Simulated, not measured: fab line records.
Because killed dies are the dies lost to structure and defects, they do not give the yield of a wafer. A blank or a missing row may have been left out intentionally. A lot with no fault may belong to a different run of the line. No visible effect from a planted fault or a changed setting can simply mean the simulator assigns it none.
Chamber matching :: flow n5Finfet :: rieDiel-03 running N5_FIN_CUT_STRIP_24: 4 sister chambers
The step strips in CF4. 4 wafers are shown with their chamber, then 7 later ones without.

## WAFERS WITH THEIR CHAMBER
wafer: L088.2
chamber: 1
showerheadPlenumPTorr (Torr): 1.81

wafer: L088.3
chamber: 2
showerheadPlenumPTorr (Torr): 1.86

wafer: L088.4
chamber: 0
showerheadPlenumPTorr (Torr): 1.72

wafer: L089.4
chamber: 3
showerheadPlenumPTorr (Torr): 1.77

## WAFERS MISSING THEIR CHAMBER
wafer: L089.6
showerheadPlenumPTorr (Torr): 1.72

wafer: L093.2
showerheadPlenumPTorr (Torr): 1.71

wafer: L093.3
showerheadPlenumPTorr (Torr): 1.81

wafer: L093.4
showerheadPlenumPTorr (Torr): 1.76

wafer: L094.3
showerheadPlenumPTorr (Torr): 1.81

wafer: L094.5
showerheadPlenumPTorr (Torr): 1.76

wafer: L094.6
showerheadPlenumPTorr (Torr): 1.71

## CHAMBER TAKEN BY EACH
wafer: L089.6
from the rows above: 0
in truth: 0

wafer: L093.2
from the rows above: 0
in truth: 0

wafer: L093.3
from the rows above: 1
in truth: 1

wafer: L093.4
from the rows above: 3
in truth: 3

wafer: L094.3
from the rows above: 1
in truth: 1

wafer: L094.5
from the rows above: 3
in truth: 3

wafer: L094.6
from the rows above: 0
in truth: 0
Correctly placed: 7 of 7. Not placeable from these rows: 0. Number placed wrongly: 0.
How it was worked out, from the rows above alone: a wafer's distance from a chamber is the root of the sum, over the readings, of the square of ((its reading less the chamber's mean) divided by the reading's scatter). The wafer belongs to the nearest chamber; if the next one is less than 2 further off, it can't be placed. For every chamber, the mean is computed from those of its wafers that are shown. The scatter (one wafer shown for each chamber): square how far every hidden wafer sits from the nearest shown wafer, average those squares and take the square root.
